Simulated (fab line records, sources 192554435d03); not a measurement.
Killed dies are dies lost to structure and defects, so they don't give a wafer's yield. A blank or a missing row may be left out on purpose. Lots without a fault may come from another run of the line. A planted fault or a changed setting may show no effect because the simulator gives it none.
Chamber matching | flow n5_finfet | N5_BEOL_M0_STRIP_140 on rie_diel-04: 4 sister chambers
The step strips in CF4. 18 wafers are shown with their chamber, then 9 later ones without.

WAFERS WITH THEIR CHAMBER
wafer  | chamber | drypump_motor_current_A (A) | oes_product_au (a.u.) | throttle_valve_pct (%)
L074.1 | 2       | 4.8                         | 0.90                  | 13.37
L074.2 | 1       | 5.3                         | 0.71                  | 13.77
L074.3 | 3       | 5.6                         | 0.71                  | 13.67
L077.3 | 1       | 5.3                         | 0.71                  | 13.82
L077.4 | 2       | 4.8                         | 0.90                  | 13.39
L077.6 | 0       | 5.9                         | 0.71                  | 13.80
L075.3 | 3       | 5.6                         | 0.71                  | 13.66
L075.4 | 1       | 5.3                         | 0.71                  | 13.83
L075.6 | 2       | 4.8                         | 0.89                  | 13.36
L076.3 | 1       | 5.3                         | 0.71                  | 13.84
L076.4 | 2       | 4.8                         | 0.89                  | 13.40
L076.6 | 2       | 4.8                         | 0.89                  | 13.38
L079.1 | 3       | 5.6                         | 0.71                  | 13.68
L079.2 | 2       | 4.8                         | 0.90                  | 13.37
L079.3 | 1       | 5.3                         | 0.70                  | 13.83
L079.4 | 0       | 5.8                         | 0.70                  | 13.78
L079.5 | 2       | 4.8                         | 0.88                  | 13.36
L079.6 | 1       | 5.3                         | 0.71                  | 13.82

SIGNATURES (means of the wafers above)
reading                 | chamber 0 | chamber 1 | chamber 2 | chamber 3 | scatter within a chamber
drypump_motor_current_A | 5.850     | 5.300     | 4.800     | 5.600     | 0.0189
oes_product_au          | 0.7050    | 0.7083    | 0.8929    | 0.7100    | 0.00583
throttle_valve_pct      | 13.7900   | 13.8183   | 13.3757   | 13.6700   | 0.0186
Rule: a wafer's distance from a chamber is the root of the sum, over the readings, of the square of ((its reading less the chamber's mean) divided by the reading's scatter). The wafer belongs to the nearest chamber; if the next one is less than 2 further off, it can't be placed. The scatter: the root of (the sum of the squares of (reading less its chamber's mean) over the shown wafers, divided by (wafers less chambers)).

WAFERS WITHOUT THEIR CHAMBER
wafer  | drypump_motor_current_A (A) | oes_product_au (a.u.) | throttle_valve_pct (%)
L080.1 | 4.8                         | 0.89                  | 13.39
L080.4 | 5.9                         | 0.70                  | 13.81
L080.6 | 4.8                         | 0.89                  | 13.39
L084.1 | 4.8                         | 0.85                  | 13.41
L084.5 | 5.6                         | 0.69                  | 13.73
L084.6 | 5.9                         | 0.69                  | 13.85
L093.1 | 5.6                         | 0.69                  | 13.72
L093.2 | 5.8                         | 0.68                  | 13.85
L093.3 | 4.8                         | 0.84                  | 13.45

WHICH CHAMBER EACH WENT THROUGH
wafer  | from the rows above | in truth
L080.1 | 2                   | 2
L080.4 | 0                   | 0
L080.6 | 2                   | 2
L084.1 | 2                   | 2
L084.5 | 3                   | 3
L084.6 | 0                   | 0
L093.1 | 3                   | 3
L093.2 | 0                   | 0
L093.3 | 2                   | 2
Placed correctly: 9 of 9. Can't be placed from these rows: 0. Placed wrongly: 0.
